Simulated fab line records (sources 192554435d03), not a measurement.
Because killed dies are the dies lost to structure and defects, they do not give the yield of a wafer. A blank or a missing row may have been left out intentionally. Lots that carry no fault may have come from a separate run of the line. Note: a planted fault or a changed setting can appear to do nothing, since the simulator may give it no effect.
fab line records -- flow n5_finfet
record: lots: 10, wafers: 29, last_day: 17
route steps=1938 shown BEOL_M2@880 PASSIVATION@1906
lots that met no fault: from a run of the same line without faults
start_h: hours from the record's opening day to when the first of the lot's shown wafers began -- wait_h: how many hours have passed since the lot's step before this one -- " as in the row above -- L1.1+2: several wafers, shown together as one row -- - value missing, or start not given -- * or withheld: withheld -- < > ~ a bound
route shown NAME@n: names a module that has steps shown in the file, with the first one's number in the route -- usual: mean/standard deviation taken from wafers without a fault -- same: alike in all rows -- chamber/n: place in a boat -- sites: readings site by site -- _std_site: standard deviation of those values -- _edge_site: inner sites' mean taken away from outer sites' mean -- radius_mm: for every site, how far away it sits from the centre of the wafer -- mask NAME#n: copy n -- behind: the most recent tool/chamber to have shaped the wafer -- hold: reason for holding the lot/hours on hold/outcome of the hold -- device: which transistor (n, p or np) failed to switch -- end of line: tests of these same wafers at the route's end -- a step without rows: its recipe alone -- killed: dies lost to structure and defects at the first sort, not the wafer's yield -- map: a wafer's dies, marking killed ones x, the rest . and places with no die _
set.NAME: the setting the step ran with; set.NAME@STEP: the setting that earlier step ran with -- model.NAME: the simulator's own value behind a step, which no gauge read
steps of the route over a sample of lots; a table a step, a row a wafer
services: a tool's chamber out of use, with start hour (start_h, from the record's first day; less than 0 if before it), hours out, and reason
== steps ==
step: N5_BEOL_M2_ETCH_77
recipe: chemistry: N2/H2, target: underlayer, target_depth_a: 65, mask_material: CAR-EUV, time_s: 5.2, ion_energy_ev: 200, pressure_mtorr: 30, source_w: 840, bias_w: 150, n2_flow_sccm: 200, h2_flow_sccm: 200, ends: cleared
usual: drypump_motor_current_A: 5.7/0.42, etch_rf_on_time_s: 5.21/0.18, h2_flow_sccm: 200.1/0.64, oes_product_au: 0.68/0.082, rf_fwd_power_W: 819.1/2.9, rf_vpp_V: 524.5/2.6, showerhead_plenum_p_Torr: 2.56/0.091, throttle_valve_pct: 17.85/0.24
lot.wafer,tool,chamber,start_h,wait_h,drypump_motor_current_A,etch_rf_on_time_s,h2_flow_sccm,oes_product_au,rf_fwd_power_W,rf_hours_counter_h,rf_vpp_V,showerhead_plenum_p_Torr,throttle_valve_pct
L923.2,rie_diel-04,2,153.07,0.0,6.0,5.27,198.9,0.59,819.1,239,525.4,2.61,17.80
L923.3,rie_diel-04,3,153.07,0.0,6.4,5.52,200.3,0.77,821.6,12,527.9,2.71,17.81
L923.6,rie_diel-04,2,153.07,0.0,5.9,5.31,199.7,0.58,813.6,-,526.5,2.61,17.84
L924.2,rie_diel-05,0,156.28,0.0,5.8,5.32,199.4,0.61,813.8,168,526.8,2.64,18.25
L924.5,rie_diel-05,1,156.28,0.0,5.2,5.38,200.0,0.65,816.1,-,526.5,2.66,18.08
L924.6,rie_diel-05,2,156.28,0.0,5.8,5.01,198.5,0.74,818.6,-,524.5,2.61,17.73
L927.3,rie_diel-03,1,180.28,0.0,5.2,5.40,199.8,0.73,814.2,25,525.3,2.58,17.51
L927.5,rie_diel-03,0,180.28,0.0,5.9,5.22,200.4,0.83,818.0,-,521.1,2.48,17.81
L927.6,rie_diel-03,1,180.28,0.0,5.2,5.40,200.8,0.72,817.0,-,526.2,2.58,17.50
L928.2,rie_diel-04,3,180.35,0.0,6.4,5.48,199.8,0.73,821.0,23,526.7,2.71,17.80
L928.3,rie_diel-04,0,180.35,0.0,5.7,5.30,200.3,0.62,810.0,213,519.4,2.40,18.12
L928.6,rie_diel-04,3,180.35,0.0,6.4,5.39,200.9,0.74,818.4,-,532.0,2.71,17.83
L929.1,rie_diel-04,3,183.21,0.0,6.4,5.44,201.0,0.74,818.6,25,529.8,2.71,17.85
L929.3,rie_diel-04,0,183.21,0.0,5.7,5.19,199.9,0.61,820.3,214,518.9,2.40,18.13
L929.4,rie_diel-04,2,183.21,0.0,5.9,5.26,199.8,0.59,816.0,-,527.2,2.61,17.82
L932.2,rie_diel-03,0,206.90,0.0,5.9,5.14,200.9,0.80,821.8,13,523.8,2.48,17.82
L932.3,rie_diel-03,1,206.90,0.0,5.2,5.38,200.0,0.72,819.4,35,527.7,2.57,17.51
L932.4,rie_diel-03,1,206.90,0.0,5.2,5.36,199.5,0.73,826.3,-,524.9,2.57,17.54
L936.2,rie_diel-04,0,228.04,0.0,5.7,5.27,199.2,0.59,816.1,233,520.8,2.39,18.13
L936.3,rie_diel-04,2,228.04,0.0,5.9,5.05,200.8,0.82,822.5,1,525.3,2.60,17.47
L936.5,rie_diel-04,3,228.04,0.0,6.4,5.44,200.5,0.72,816.1,-,527.3,2.70,17.87
L939.4,rie_diel-04,3,249.53,0.0,6.4,5.56,199.9,0.70,818.3,46,528.1,2.70,17.86
L939.5,rie_diel-04,1,249.53,0.0,5.6,5.08,199.8,0.78,818.7,-,528.4,2.71,17.77
L939.6,rie_diel-04,0,249.53,0.0,5.7,5.30,200.0,0.59,820.1,-,520.1,2.39,18.17
L942.4,rie_diel-05,0,261.79,0.0,5.8,5.30,200.3,0.60,821.1,208,524.6,2.62,18.32
L942.6,rie_diel-05,0,261.79,0.0,5.8,5.34,199.9,0.59,819.5,-,527.2,2.62,18.34
L940.1,rie_diel-03,3,262.91,0.0,5.9,4.94,200.7,0.61,816.8,229,525.3,2.50,18.04
L940.4,rie_diel-03,1,262.91,0.0,5.2,5.38,199.4,0.70,823.4,55,522.3,2.57,17.53
L940.6,rie_diel-03,0,262.91,0.0,5.9,5.19,199.9,0.76,818.4,-,524.9,2.47,17.83
step: N5_PASSIVATION_OVL_MEAS_63
recipe: points_per_wafer: 44
usual: PAD_OVL: -2/7.2
lot.wafer,tool,chamber,start_h,wait_h,PAD_OVL[nm]
L923.2,overlay-02,0,284.48,0.0,-3
L923.3,overlay-02,0,284.48,0.0,5
L923.6,overlay-02,0,284.48,0.0,2
L924.2,overlay-02,0,288.47,0.0,8
L924.5,overlay-02,0,288.47,0.0,-6
L924.6,overlay-02,0,288.47,0.0,2
L928.2,overlay-02,0,303.22,0.0,-8
L928.3,overlay-02,0,303.22,0.0,-12
L928.6,overlay-02,0,303.22,0.0,-9
L929.1,overlay-02,0,316.25,0.0,-5
L929.3,overlay-02,0,316.25,0.0,-4
L929.4,overlay-02,0,316.25,0.0,-9
L927.3,overlay-01,0,319.57,0.0,6
L927.5,overlay-01,0,319.57,0.0,8
L927.6,overlay-01,0,319.57,0.0,3
L932.2,overlay-01,0,340.50,0.0,6
L932.3,overlay-01,0,340.50,0.0,-1
L932.4,overlay-01,0,340.50,0.0,6
L936.2,overlay-01,0,351.77,0.0,2
L936.3,overlay-01,0,351.77,0.0,-7
L936.5,overlay-01,0,351.77,0.0,-12
L939.4,overlay-02,0,370.65,0.0,-8
L939.5,overlay-02,0,370.65,0.0,-3
L939.6,overlay-02,0,370.65,0.0,-2
L942.4,overlay-01,0,382.64,0.0,9
L942.6,overlay-01,0,382.64,0.0,-2
L940.1,overlay-01,0,401.06,0.0,6
L940.4,overlay-01,0,401.06,0.0,10
L940.6,overlay-01,0,401.06,0.0,15
step: N5_PASSIVATION_ETCH_59
recipe: chemistry: Cl2/BCl3, target: TaN, target_depth_a: 650, time_s: 34.9, ion_energy_ev: 100, pressure_mtorr: 10, icp_w: 900, bias_w: 100, Cl2_flow_sccm: 60, bcl3_flow_sccm: 30
usual: drypump_motor_current_A: 5.7/0.5, he_backside_leak_sccm: 3.47/0.16, oes_product_au: 0.86/0.1, rf_fwd_power_W: 894/3.3, throttle_valve_pct: 20.89/0.13
lot.wafer,tool,chamber,start_h,wait_h,drypump_motor_current_A,he_backside_leak_sccm,oes_product_au,rf_fwd_power_W,rf_hours_counter_h,throttle_valve_pct
L923.2,rie_metal-01,0,285.03,0.3,4.9,3.34,0.80,891,30,20.86
L923.3,rie_metal-01,0,285.03,0.3,4.9,3.41,0.79,892,-,20.86
L923.6,rie_metal-01,1,285.03,0.3,6.4,3.34,0.91,897,-,20.78
L924.2,rie_metal-01,0,289.01,0.3,4.9,3.24,0.80,888,31,20.84
L924.5,rie_metal-01,0,289.01,0.3,4.9,3.38,0.80,890,-,20.86
L924.6,rie_metal-01,1,289.01,0.3,6.4,3.35,0.91,892,-,20.78
L928.2,rie_metal-03,1,303.76,0.3,6.0,3.45,0.72,896,71,21.12
L928.3,rie_metal-03,1,303.76,0.3,6.0,3.26,0.71,899,-,21.14
L928.6,rie_metal-03,0,303.76,0.3,6.0,3.49,1.00,892,-,20.76
L929.1,rie_metal-01,0,316.79,0.3,4.9,3.29,0.79,887,33,20.84
L929.3,rie_metal-01,0,316.79,0.3,4.9,3.40,0.79,887,-,20.83
L929.4,rie_metal-01,1,316.79,0.3,6.4,3.31,0.90,896,-,20.78
L927.3,rie_metal-02,1,320.58,0.5,5.4,3.87,0.92,891,-,20.82
L927.5,rie_metal-02,1,320.58,0.5,5.5,3.65,0.91,890,-,20.83
L927.6,rie_metal-02,1,320.58,0.5,5.5,3.65,0.92,893,-,20.83
L932.2,rie_metal-03,0,341.19,0.4,6.1,3.57,0.95,892,5,20.80
L932.3,rie_metal-03,0,341.19,0.4,6.1,3.67,0.95,888,-,20.80
L932.4,rie_metal-03,1,341.19,0.4,6.0,3.51,0.71,896,-,21.14
L936.2,rie_metal-03,1,352.44,0.4,6.0,3.35,0.71,895,76,21.12
L936.3,rie_metal-03,0,352.44,0.4,6.0,3.58,0.94,894,-,20.80
L936.5,rie_metal-03,1,352.44,0.4,6.1,3.32,0.71,896,-,21.14
L939.4,rie_metal-01,1,371.23,0.2,6.4,3.33,0.87,896,-,20.82
L939.5,rie_metal-01,0,371.23,0.2,4.9,3.23,0.77,886,-,20.86
L939.6,rie_metal-01,1,371.23,0.2,6.4,3.42,0.86,895,-,20.82
L942.4,rie_metal-03,0,383.26,0.2,6.0,3.64,0.94,894,-,20.80
L942.6,rie_metal-03,0,383.26,0.2,6.1,3.46,0.92,897,-,20.79
L940.1,rie_metal-03,0,401.82,0.3,6.1,3.63,0.91,893,11,20.81
L940.4,rie_metal-03,1,401.82,0.3,6.0,3.50,0.70,895,-,21.16
L940.6,rie_metal-03,1,401.82,0.3,6.0,3.56,0.71,893,-,21.13
step: N5_PASSIVATION_STRIP_34
recipe: chemistry: O2, power_w: 600, temp_c: 60, pressure_mtorr: 30, rf_frequency_hz: 6e+07, bias_power_w: 0, overash_fraction: 2, o2_flow_sccm: 225
usual: drypump_motor_current_A: 5.6/0.43, oes_product_au: 0.82/0.078, rf_vpp_V: 3.7/1.5, showerhead_plenum_p_Torr: 2.13/0.073, throttle_valve_pct: 16.64/0.28
lot.wafer,tool,chamber,start_h,wait_h,drypump_motor_current_A,oes_product_au,rf_hours_counter_h,rf_vpp_V,showerhead_plenum_p_Torr,throttle_valve_pct
L923.2,rie_diel-05,1,285.15,0.1,5.2,0.75,197,0.8,2.16,16.91
L923.3,rie_diel-05,3,285.15,0.1,5.5,0.71,221,1.3,1.97,16.75
L923.6,rie_diel-05,0,285.15,0.1,5.8,0.70,-,1.6,2.17,17.25
L924.2,rie_diel-04,2,289.13,0.1,5.9,0.88,25,4.4,2.10,16.15
L924.5,rie_diel-04,1,289.13,0.1,5.5,0.89,-,4.3,2.22,16.48
L924.6,rie_diel-04,2,289.13,0.1,5.9,0.89,-,3.8,2.10,16.16
L928.2,rie_diel-03,1,303.88,0.1,5.2,0.82,68,5.5,2.16,16.67
L928.3,rie_diel-03,0,303.88,0.1,5.9,0.87,47,3.3,2.05,16.78
L928.6,rie_diel-03,1,303.88,0.1,5.2,0.80,-,5.6,2.16,16.67
L929.1,rie_diel-04,0,316.93,0.1,5.7,0.98,5,7.4,2.25,16.72
L929.3,rie_diel-04,2,316.93,0.1,5.9,0.89,30,3.0,2.09,16.17
L929.4,rie_diel-04,1,316.93,0.1,5.6,0.85,54,4.3,2.22,16.57
L927.3,rie_diel-05,2,320.73,0.1,5.8,0.80,99,4.7,2.11,16.42
L927.5,rie_diel-05,1,320.73,0.1,5.2,0.72,-,6.1,2.16,16.96
L927.6,rie_diel-05,2,320.73,0.1,5.8,0.79,-,3.5,2.11,16.44
L932.2,rie_diel-03,1,341.34,0.1,5.2,0.80,84,2.1,2.16,16.68
L932.3,rie_diel-03,3,341.34,0.1,5.8,0.95,3,1.8,2.04,16.53
L932.4,rie_diel-03,0,341.34,0.1,5.9,0.85,63,4.7,2.04,16.79
L936.2,rie_diel-04,2,352.67,0.2,5.9,0.84,43,3.3,2.09,16.20
L936.3,rie_diel-04,1,352.67,0.2,5.6,0.83,68,4.5,2.21,16.59
L936.5,rie_diel-04,3,352.67,0.2,6.4,0.82,-,1.7,2.21,16.65
L939.4,rie_diel-05,2,371.32,0.1,5.8,0.76,120,3.5,2.10,16.46
L939.5,rie_diel-05,2,371.32,0.1,5.8,0.77,-,2.4,2.10,16.43
L939.6,rie_diel-05,3,371.32,0.1,5.6,0.96,-,4.4,2.22,16.36
L942.4,rie_diel-03,1,383.34,0.1,5.2,0.80,102,1.7,2.15,16.68
L942.6,rie_diel-03,3,383.34,0.1,5.8,0.90,-,3.7,2.04,16.51
L940.1,rie_diel-03,2,402.04,0.2,4.7,0.84,77,3.5,2.11,16.28
L940.4,rie_diel-03,0,402.04,0.2,5.9,0.80,87,2.3,2.04,16.81
L940.6,rie_diel-03,0,402.04,0.2,5.9,0.82,-,1.8,2.04,16.84
step: N5_PASSIVATION_PROBE_49
usual: defect_limited_yield: 91.4/1.5, killed_at_M0_to_M3: 34/9.7, killed_at_M4_up: 14/5.7, killed_at_contacts: 12/5.9, killed_at_front_end: 37/10, killed_at_other: 5/4.7, killed_dies: 102/18, killed_on_rim: 13/4.3, killed_open: 65/12, killed_short: 34/8.8, sort_bin_5_function: 5.0/0.96, sort_bin_6_memory: 3.3/0.7, sort_bin_8_speed: 0.03/0.19, sort_n_pass: 1077/18
same: gross_dies: 1180, killed_at_back_side: 0, sort_bin_4_leakage[%]: 0
lot.wafer,tool,chamber,start_h,wait_h,defect_limited_yield[%],killed_at_M0_to_M3,killed_at_M4_up,killed_at_contacts,killed_at_front_end,killed_at_other,killed_dies,killed_on_rim,killed_open,killed_short,sort_bin_5_function[%],sort_bin_6_memory[%],sort_bin_8_speed[%],sort_n_pass
L923.2,prober-02,-,289.61,0.1,93.1,22,10,10,35,5,82,7,55,24,3.9,2.6,0,1098
L923.3,prober-02,-,289.66,0.1,93.1,22,9,6,41,3,81,9,50,28,4.2,2.5,0,1099
L923.6,prober-02,-,289.81,0.3,91.6,29,13,12,44,1,99,10,59,40,5.2,3.1,0,1081
L924.2,prober-01,-,293.53,0.1,90.2,40,21,4,51,0,116,17,82,34,6.3,3.2,0,1064
L924.5,prober-01,-,293.68,0.2,86.7,56,22,17,61,1,157,14,101,56,7.6,5.2,0,1023
L924.6,prober-01,-,293.73,0.3,89.7,37,15,10,58,2,122,14,87,35,5.8,4.2,0,1058
L928.2,prober-02,-,308.61,0.1,90.1,49,16,7,43,2,117,12,71,42,5.5,3.9,0,1063
L928.3,prober-02,-,308.66,0.1,91.9,36,9,13,34,4,96,10,59,37,3.7,3.7,0,1084
L928.6,prober-02,-,308.81,0.3,90.8,36,22,5,44,1,108,13,62,43,5.3,3.4,0,1072
L929.1,prober-01,-,321.11,0.0,93.7,29,3,11,31,0,74,8,45,26,4.2,1.6,0,1106
L929.3,prober-01,-,321.21,0.1,92.9,33,16,9,25,1,84,12,46,38,3.2,3.4,0,1096
L929.4,prober-01,-,321.26,0.2,94.4,27,10,10,16,3,66,7,40,26,3.6,1.9,0,1114
L927.3,prober-02,-,325.55,0.1,90.3,43,7,19,42,4,115,21,72,43,5.3,4.0,0,1065
L927.5,prober-02,-,325.65,0.2,91.4,29,13,23,34,3,102,12,74,27,5.2,3.3,0,1078
L927.6,prober-02,-,325.70,0.3,91.3,28,12,22,38,3,103,11,70,31,4.9,3.4,0,1077
L932.2,prober-01,-,345.56,0.1,90.7,37,7,9,51,6,110,16,75,35,5.5,3.5,0,1070
L932.3,prober-01,-,345.61,0.1,90.1,33,13,9,59,3,117,19,75,42,5.3,4.2,0,1063
L932.4,prober-01,-,345.66,0.2,92.0,29,19,12,32,2,94,10,62,30,5.3,2.5,0,1086
L936.2,prober-02,-,357.02,0.1,90.4,50,18,8,37,0,113,13,67,43,5.1,3.9,0,1067
L936.3,prober-02,-,357.07,0.1,91.1,43,26,8,27,1,105,12,74,31,5.2,3.6,0,1075
L936.5,prober-02,-,357.17,0.2,82.6,131,23,21,29,1,205,31,78,45,11.3,4.8,0.08,974
L939.4,prober-01,-,376.39,0.2,83.9,116,14,26,31,3,190,30,71,42,9.8,4.8,0,990
L939.5,prober-01,-,376.44,0.2,90.6,35,10,29,34,3,111,15,71,37,5.8,3.4,0,1069
L939.6,prober-01,-,376.49,0.3,90.0,48,7,30,30,3,118,16,65,52,5.6,3.8,0.08,1062
L942.4,prober-01,-,387.97,0.2,93.9,20,15,15,22,0,72,14,49,19,3.7,2.3,0,1108
L942.6,prober-01,-,388.07,0.3,92.8,39,13,10,23,0,85,16,51,31,4.4,2.3,0,1095
L940.1,prober-02,-,406.87,0.0,91.5,33,13,13,40,1,100,20,66,26,4.8,3.1,0,1080
L940.4,prober-02,-,407.02,0.2,92.0,27,20,16,30,1,94,12,54,35,4.7,2.8,0.17,1086
L940.6,prober-02,-,407.12,0.3,93.0,23,16,8,35,1,83,17,59,23,3.6,3.3,0,1097
killed by level:class
L923.2 FIN_SAQP:geometric_particle:short=8 MOL_CONTACT_COAG:geometric_particle:open=8 BEOL_M3:geometric_particle:open=7 BEOL_M1:geometric_particle:open=5 STARTING-WAFER:geometric_particle:open=5 FIN_SAQP:geometric_particle:open=4 BEOL_M2:geometric_particle:open=4 BEOL_M4:geometric_particle:open=4
L923.3 STI_FIN_REVEAL:geometric_particle:open=18 BEOL_M0:geometric_particle:open=8 DUMMY_GATE:geometric_particle:open=4 BEOL_M3:geometric_particle:open=4 STI_FIN_REVEAL:geometric_particle:short=3 GATE_CUT:geometric_particle:short=3 MOL_CONTACT_COAG:geometric_particle:open=3 MOL_CONTACT_COAG:geometric_particle:short=3
L923.6 BEOL_M2:geometric_particle:open=9 BEOL_M0_SAQP:geometric_particle:short=8 MOL_CONTACT_COAG:geometric_particle:open=7 FIN_SAQP:geometric_particle:short=6 DUMMY_GATE:geometric_particle:open=6 STI_FIN_REVEAL:geometric_particle:open=5 GATE_CUT:geometric_particle:open=5 MOL_CONTACT_COAG:geometric_particle:short=5
L924.2 STI_FIN_REVEAL:geometric_particle:open=18 BEOL_M4:geometric_particle:open=14 BEOL_M3:geometric_particle:open=9 DUMMY_GATE:geometric_particle:open=8 BEOL_M0_SAQP:geometric_particle:short=8 BEOL_M0_SAQP:geometric_particle:open=8 FIN_SAQP:geometric_particle:short=7 BEOL_M1:geometric_particle:open=6
L924.5 STI_FIN_REVEAL:geometric_particle:open=16 MOL_CONTACT_COAG:geometric_particle:open=14 FIN_SAQP:geometric_particle:open=13 FIN_SAQP:geometric_particle:short=11 BEOL_M4:geometric_particle:open=11 BEOL_M2:geometric_particle:open=10 BEOL_M3:geometric_particle:open=10 BEOL_M0_SAQP:geometric_particle:short=9
L924.6 STI_FIN_REVEAL:geometric_particle:open=22 FIN_SAQP:geometric_particle:open=11 BEOL_M4:geometric_particle:open=10 BEOL_M0_SAQP:geometric_particle:short=9 MOL_CONTACT_COAG:geometric_particle:open=8 BEOL_M1:geometric_particle:open=8 BEOL_M0_SAQP:geometric_particle:open=7 STI_FIN_REVEAL:geometric_particle:short=6
L928.2 BEOL_M0_SAQP:geometric_particle:short=17 BEOL_M0_SAQP:geometric_particle:open=15 FIN_SAQP:geometric_particle:open=12 STI_FIN_REVEAL:geometric_particle:open=10 FIN_SAQP:geometric_particle:short=7 BEOL_M1:geometric_particle:open=7 BEOL_M2:geometric_particle:open=4 MOL_CONTACT_COAG:geometric_particle:open=4
L928.3 BEOL_M0_SAQP:geometric_particle:open=9 FIN_SAQP:geometric_particle:short=8 STI_FIN_REVEAL:geometric_particle:open=8 BEOL_M0_SAQP:geometric_particle:short=8 MOL_CONTACT_COAG:geometric_particle:short=7 BEOL_M3:geometric_particle:open=7 MOL_CONTACT_COAG:geometric_particle:open=6 DUMMY_GATE:geometric_particle:open=4
L928.6 STI_FIN_REVEAL:geometric_particle:open=17 FIN_SAQP:geometric_particle:short=11 BEOL_M0_SAQP:geometric_particle:open=10 BEOL_M0_SAQP:geometric_particle:short=9 BEOL_M1:geometric_particle:open=6 BEOL_M2:geometric_particle:open=6 MOL_CONTACT_COAG:geometric_particle:open=5 BEOL_M4:geometric_particle:open=5
L929.1 MOL_CONTACT_COAG:geometric_particle:open=9 BEOL_M0_SAQP:geometric_particle:open=8 FIN_SAQP:geometric_particle:open=6 BEOL_M1:geometric_particle:open=5 BEOL_M0_SAQP:geometric_particle:short=5 STI_FIN_REVEAL:geometric_particle:open=4 FIN_SAQP:geometric_particle:short=3 STI_FIN_REVEAL:geometric_particle:short=3
L929.3 BEOL_M0_SAQP:geometric_particle:short=13 FIN_SAQP:geometric_particle:short=10 BEOL_M0_SAQP:geometric_particle:open=9 BEOL_M4:geometric_particle:open=7 MOL_CONTACT_COAG:geometric_particle:open=6 BEOL_M2:geometric_particle:open=6 FIN_SAQP:geometric_particle:open=5 MOL_CONTACT_COAG:geometric_particle:short=3
L929.4 BEOL_M3:geometric_particle:open=9 MOL_CONTACT_COAG:geometric_particle:open=8 FIN_SAQP:geometric_particle:short=7 BEOL_M0_SAQP:geometric_particle:open=5 BEOL_M0_SAQP:geometric_particle:short=4 BEOL_M4:geometric_particle:open=4 BEOL_M1:geometric_particle:open=3 BEOL_M2:geometric_particle:open=3
L927.3 MOL_CONTACT_COAG:geometric_particle:open=16 FIN_SAQP:geometric_particle:open=10 BEOL_M2:geometric_particle:open=9 BEOL_M0_SAQP:geometric_particle:short=9 BEOL_M0_SAQP:geometric_particle:open=7 BEOL_M1:geometric_particle:open=7 FIN_SAQP:geometric_particle:short=6 GATE_CUT:geometric_particle:short=5
L927.5 MOL_CONTACT_COAG:geometric_particle:open=16 FIN_SAQP:geometric_particle:open=11 BEOL_M2:geometric_particle:open=9 MOL_CONTACT_COAG:geometric_particle:short=7 STI_FIN_REVEAL:geometric_particle:open=7 BEOL_M1:geometric_particle:open=5 BEOL_M4:geometric_particle:open=5 BEOL_M0_SAQP:geometric_particle:short=4
L927.6 MOL_CONTACT_COAG:geometric_particle:open=18 FIN_SAQP:geometric_particle:open=8 FIN_SAQP:geometric_particle:short=6 STI_FIN_REVEAL:geometric_particle:open=6 BEOL_M1:geometric_particle:open=6 BEOL_M2:geometric_particle:open=6 BEOL_M3:geometric_particle:open=6 DUMMY_GATE:geometric_particle:open=5
L932.2 BEOL_M2:geometric_particle:open=18 FIN_SAQP:geometric_particle:open=12 FIN_SAQP:geometric_particle:short=10 ILD0:geometric_particle:open=6 BEOL_M3:geometric_particle:open=6 MOL_CONTACT_COAG:geometric_particle:short=5 BEOL_M0_SAQP:geometric_particle:open=5 STARTING-WAFER:geometric_particle:open=5
L932.3 FIN_SAQP:geometric_particle:open=15 FIN_SAQP:geometric_particle:short=15 BEOL_M2:geometric_particle:open=14 STI_FIN_REVEAL:geometric_particle:open=7 BEOL_M3:geometric_particle:open=7 BEOL_M4:geometric_particle:open=7 BEOL_M0_SAQP:geometric_particle:open=5 MOL_CONTACT_COAG:geometric_particle:open=5
L932.4 BEOL_M2:geometric_particle:open=10 BEOL_M0_SAQP:geometric_particle:short=8 MOL_CONTACT_COAG:geometric_particle:open=7 BEOL_M4:geometric_particle:open=7 FIN_SAQP:geometric_particle:open=6 FIN_SAQP:geometric_particle:short=5 MOL_CONTACT_COAG:geometric_particle:short=5 STI_FIN_REVEAL:geometric_particle:open=4
L936.2 BEOL_M0_SAQP:geometric_particle:short=16 FIN_SAQP:geometric_particle:short=11 BEOL_M2:geometric_particle:open=10 FIN_SAQP:geometric_particle:open=8 BEOL_M0_SAQP:geometric_particle:open=8 BEOL_M4:geometric_particle:open=8 BEOL_M3:geometric_particle:open=7 MOL_CONTACT_COAG:geometric_particle:open=6
L936.3 BEOL_M3:geometric_particle:open=11 BEOL_M0_SAQP:geometric_particle:open=11 BEOL_M4:geometric_particle:open=11 BEOL_M0_SAQP:geometric_particle:short=8 FIN_SAQP:geometric_particle:open=6 MOL_CONTACT_COAG:geometric_particle:open=6 BEOL_M5:geometric_particle:open=5 BEOL_M6:geometric_particle:open=5
L936.5 BEOL_M2:unspecified=81 MOL_CONTACT_COAG:geometric_particle:open=16 BEOL_M0_SAQP:geometric_particle:short=15 BEOL_M3:geometric_particle:open=13 BEOL_M0_SAQP:geometric_particle:open=11 BEOL_M4:geometric_particle:open=11 STI_FIN_REVEAL:geometric_particle:open=7 GATE_CUT:geometric_particle:short=6
L939.4 BEOL_M2:unspecified=75 MOL_CONTACT_COAG:geometric_particle:open=23 STI_FIN_REVEAL:geometric_particle:open=8 BEOL_M2:geometric_particle:short=8 FIN_SAQP:geometric_particle:open=7 BEOL_M0:geometric_particle:short=7 BEOL_M0_SAQP:geometric_particle:open=6 BEOL_M2:geometric_particle:open=5
L939.5 MOL_CONTACT_COAG:geometric_particle:open=23 STI_FIN_REVEAL:geometric_particle:open=15 BEOL_M0_SAQP:geometric_particle:open=7 MOL_CONTACT_COAG:geometric_particle:short=6 BEOL_M3:geometric_particle:short=6 BEOL_M2:geometric_particle:open=5 BEOL_M2:geometric_particle:short=5 ILD0:geometric_particle:open=4
L939.6 MOL_CONTACT_COAG:geometric_particle:open=20 MOL_CONTACT_COAG:geometric_particle:short=10 BEOL_M2:geometric_particle:short=9 BEOL_M2:geometric_particle:open=8 STI_FIN_REVEAL:geometric_particle:open=7 BEOL_M0_SAQP:geometric_particle:short=7 BEOL_M3:geometric_particle:short=7 FIN_SAQP:geometric_particle:open=5
L942.4 MOL_CONTACT_COAG:geometric_particle:open=13 BEOL_M0_SAQP:geometric_particle:short=8 FIN_SAQP:geometric_particle:open=7 STI_FIN_REVEAL:geometric_particle:open=4 BEOL_M4:geometric_particle:open=4 BEOL_M0_SAQP:geometric_particle:open=4 BEOL_M5:geometric_particle:open=4 GATE_CUT:geometric_particle:short=3
L942.6 BEOL_M0_SAQP:geometric_particle:short=13 BEOL_M0_SAQP:geometric_particle:open=9 MOL_CONTACT_COAG:geometric_particle:open=8 STI_FIN_REVEAL:geometric_particle:open=7 GATE_CUT:geometric_particle:short=7 BEOL_M3:geometric_particle:open=6 BEOL_M0:geometric_particle:open=4 DUMMY_GATE:geometric_particle:open=3
L940.1 MOL_CONTACT_COAG:geometric_particle:open=10 BEOL_M1:geometric_particle:open=9 FIN_SAQP:geometric_particle:open=8 BEOL_M3:geometric_particle:open=8 FIN_SAQP:geometric_particle:short=7 BEOL_M0_SAQP:geometric_particle:open=6 DUMMY_GATE:geometric_particle:open=4 GATE_CUT:geometric_particle:short=4
L940.4 MOL_CONTACT_COAG:geometric_particle:open=12 FIN_SAQP:geometric_particle:short=8 BEOL_M3:geometric_particle:open=7 FIN_SAQP:geometric_particle:open=6 MOL_CONTACT_COAG:geometric_particle:short=4 BEOL_M1:geometric_particle:open=4 BEOL_M3:geometric_particle:short=3 BEOL_M7:geometric_particle:open=3
L940.6 STI_FIN_REVEAL:geometric_particle:open=8 FIN_SAQP:geometric_particle:open=6 BEOL_M5:geometric_particle:open=6 MOL_CONTACT_COAG:geometric_particle:open=6 BEOL_M1:geometric_particle:open=5 BEOL_M3:geometric_particle:open=5 BEOL_M4:geometric_particle:open=5 STARTING-WAFER:geometric_particle:open=5
== services ==
tool,chamber,start_h,hours,kind
rie_diel-04,2,135.25,10.1,repair
rie_diel-04,-,138.03,2.8,pm
rie_metal-03,-,146.66,0.5,repair
rie_diel-04,1,159.48,5.8,repair
rie_diel-04,1,165.39,-,clean
rie_diel-04,1,165.39,-,consumable_replace:focus_ring
rie_diel-04,1,165.39,-,consumable_replace:showerhead
rie_diel-04,1,165.39,25.7,scheduled_down
rie_diel-04,1,165.39,25.7,vent_cycle
rie_metal-03,-,167.67,28.1,pm
rie_diel-05,2,191.10,5.3,repair
rie_metal-03,-,195.77,1.4,pm
rie_metal-03,1,204.43,22.3,repair
rie_diel-04,2,208.21,-,clean
rie_diel-04,2,208.21,-,consumable_replace:focus_ring
rie_metal-03,-,212.97,0.3,repair
rie_diel-03,0,217.95,9.6,repair
rie_diel-04,0,238.07,6.8,repair
rie_metal-02,-,274.84,14.6,pm
rie_diel-03,1,289.69,5.4,repair
rie_metal-02,0,303.94,3.9,repair
rie_diel-04,3,308.42,2.4,repair
rie_metal-01,-,381.99,2.8,pm
rie_diel-05,0,397.64,6.1,repair
== key ==
first_sign: step: N5_PASSIVATION_PROBE_49, reading: killed_at_M0_to_M3, direction: up, sigmas: 9.2, usual: 34, struck: 124
effect: step: N5_PASSIVATION_PROBE_49, reading: killed_dies, direction: up, sigmas: 5.5, usual: 102, struck: 198
more_kills_born_at: N5_BEOL_M2_ETCH_77@rie_diel-04: 156
met_at N5_BEOL_M2_ETCH_77
struck_lots L936,L939
struck_wafers L936.5,L939.4
not_acting_at N5_PASSIVATION_OVL_MEAS_63,N5_PASSIVATION_ETCH_59,N5_PASSIVATION_STRIP_34
onset_between 183.21 228.04
fault: kind: chamber_particle_source, tool: rie_diel-04, chamber: 3, onset_h: 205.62, steps: N5_BEOL_M2_ETCH_77, rate_per_visit_cm2: 0.5416, end_h: 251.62
